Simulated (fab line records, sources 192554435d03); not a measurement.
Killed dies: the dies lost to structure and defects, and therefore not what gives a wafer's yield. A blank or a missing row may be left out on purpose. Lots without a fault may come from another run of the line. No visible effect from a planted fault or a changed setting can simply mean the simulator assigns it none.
Chamber matching | flow n5 finfet | N5_MIM_TOP_ALD_00 on ald hk-01: 4 sister chambers
The step deposits Al2O3, purge time 3 s, co reactant pulse time 3 s. 4 wafers are shown with their chamber, then 8 later ones without.

WAFERS WITH THEIR CHAMBER
wafer  | chamber | precursor pulse height rel
L081.3 | 0       | 0.996
L087.2 | 1       | 1.031
L087.3 | 2       | 0.993
L093.1 | 3       | 0.986

WAFERS WITH NO CHAMBER GIVEN
wafer  | precursor pulse height rel
L093.2 | 0.974
L093.3 | 1.007
L092.1 | 1.013
L092.2 | 0.972
L092.3 | 0.993
L097.1 | 0.992
L097.3 | 1.006
L097.6 | 1.055

EACH ONE'S CHAMBER
wafer  | from the rows above               | in truth
L093.2 | can't be placed: 3 or 2 or 0      | 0
L093.3 | can't be placed: 0 or 2 or 3 or 1 | 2
L092.1 | can't be placed: 0 or 1 or 2 or 3 | 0
L092.2 | can't be placed: 3 or 2 or 0      | 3
L092.3 | can't be placed: 2 or 0 or 3      | 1
L097.1 | can't be placed: 2 or 0 or 3      | 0
L097.3 | can't be placed: 0 or 2 or 3 or 1 | 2
L097.6 | 1                                 | 1
1 of 8 placed correctly. Not placeable from these rows: 7 (in 6, the candidates include the true chamber). Wrongly placed: 0.
How it was worked out, from the rows above alone: a wafer's distance from a chamber is the root of the sum, over the readings, of the square of ((its reading less the chamber's mean) divided by the reading's scatter). The wafer belongs to the nearest chamber; if the next one is less than 2 further off, it can't be placed. Each chamber's mean is taken over the wafers shown for it. The scatter (one wafer shown for each chamber): square how far every hidden wafer sits from the nearest shown wafer, average those squares and take the square root.
